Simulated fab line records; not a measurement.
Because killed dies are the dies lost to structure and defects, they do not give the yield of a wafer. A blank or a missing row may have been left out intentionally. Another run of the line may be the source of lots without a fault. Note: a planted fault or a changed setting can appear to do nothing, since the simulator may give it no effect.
A struck lot beside a sound one -- flow nand harc -- 17 steps out of a route of 1302
Sound: wafers L732.2, L732.4, L732.5. Struck: wafer L741.6 (left out: L741.1, a lot-mate that was not struck); the cause follows at the end.
At each step with rows: each side's tool, then ch and its chambers, then its first start. Under that, the readings that differ: sound wafers -- struck wafers -- difference of the means -- sigmas: that difference in standard deviations of wafers without a fault.
alike: readings whose means differ by less than 2 such deviations, and words and numbers that are the same on both sides. not compared: withheld readings, readings that some wafer has no value for, bounds like >300 that may hide the same value, and numbers for which the record gives no deviation and whose values overlap.
The two part at a step that has a row with sigmas, a row that says differs or no value, or rows on one side only. Non-overlapping numbers with no deviation appear without sigmas and do not part them. A reading missing from all wafers of one side parts the sides only when that side holds two or more wafers.

first, 5 steps without rows for these wafers: NHARC_P_STI_SOFTBAKE_04 (time 70 s); NHARC_P_STI_EBR_05; NHARC_P_STI_EXPOSE_06 (exposes mask P STI, target cd 200 nm); NHARC_P_STI_PEB_07 (peb time 80 s); NHARC_P_STI_DEVELOP_08 (time 50 s).
NHARC_P_STI_CD_MEAS_09 targets a cd of 200 nm.
  sound on cd sem-03 ch 0, day 3 08:05; struck on cd sem-01 ch 0, day 7 00:17
  alike: cd nm
NHARC_P_STI_OVL_MEAS_10:
  sound on overlay-01 at day 3 08:11; struck on overlay-02 at day 7 00:22
reading,sound,struck,difference,sigmas
overlay x nm (nm),15 15 15,-9,-24,-3
  alike: overlay y nm
NHARC_P_STI_INSPECT_11:
  sound on defect inspect-01 at day 3 08:13; struck on defect inspect-01 at day 7 00:24
  alike: raw defect count
then, 1 step without rows for these wafers: NHARC_P_STI_HARDBAKE_13 (time 65 s).
NHARC_P_STI_DESCUM_14: chemistry O2, time 3 s.
  sound on rie diel-13 ch 0,1,2, day 3 08:22; struck on rie diel-13 ch 1, day 7 00:33
reading,sound,struck,difference,sigmas
rf vpp V (V),57.7 56.1 57.2,59.0,+2.0,+2
  alike: drypump motor current A, oes product au, showerhead plenum p Torr, throttle valve pct
  not compared: rf hours counter h
NHARC_P_STI_ETCH_42: etches the open film in N2/H2, target depth 80 nm, overetch 24 nm, time 61 s.
  sound on rie diel-13 ch 0,2,3, day 3 08:26; struck on rie diel-13 ch 3, day 7 00:38
  alike: drypump motor current A, oes product au, rf vpp V, showerhead plenum p Torr, throttle valve pct
  not compared: rf hours counter h
NHARC_P_STI_ETCH_31: etches the open film in CF4/CHF3, target depth 108.9 nm, time 54.5 s.
  sound: rie diel-13 ch 0,2,3; struck: rie diel-13 ch 2
reading,sound,struck,difference,sigmas
oes product au (a.u.),0.977 0.983 0.957,0.931,-0.041,-2
  alike: drypump motor current A, rf vpp V, showerhead plenum p Torr, throttle valve pct
  not compared: rf hours counter h
NHARC_P_STI_ETCH_15: etches the open film in HBr/Cl2, target depth 300 nm, time 100.1 s.
  sound on rie si-05 ch 0,1,2, day 3 08:37; struck on rie si-04 ch 1, day 7 00:50
reading,sound,struck,difference,sigmas
oes product au (a.u.),0.988 0.994 0.997,1.209,+0.216,+27
model.P_STI.feature depth nm (nm),297.7 299.9 298,400.9,+102.4,
  alike: drypump motor current A, throttle valve pct
  not compared: rf hours counter h
NHARC_P_STI_CD_MEAS_16:
  sound on cd sem-02 at day 3 08:47; struck on cd sem-02 at day 7 00:58
  alike: cd nm
NHARC_P_STI_OCD_MEAS_17:
  sound on ocd-01 at day 3 08:52; struck on ocd-02 at day 7 01:04
reading,sound,struck,difference,sigmas
trench depth nm (nm),298.0 299.8 297.8,400.3,+101.8,+35
trench foot cd nm (nm),158.7 158.6 156.3,141.8,-16.1,-8
then, 2 steps without rows for these wafers: NHARC_P_STI_STRIP_19 (strips in SPM, time 900 s); NHARC_END_SORT_01.

WHERE THEY PART
Earliest at NHARC_P_STI_OVL_MEAS_10; latest, in this record, at NHARC_P_STI_OCD_MEAS_17.

WHY: what had been put in by the simulator
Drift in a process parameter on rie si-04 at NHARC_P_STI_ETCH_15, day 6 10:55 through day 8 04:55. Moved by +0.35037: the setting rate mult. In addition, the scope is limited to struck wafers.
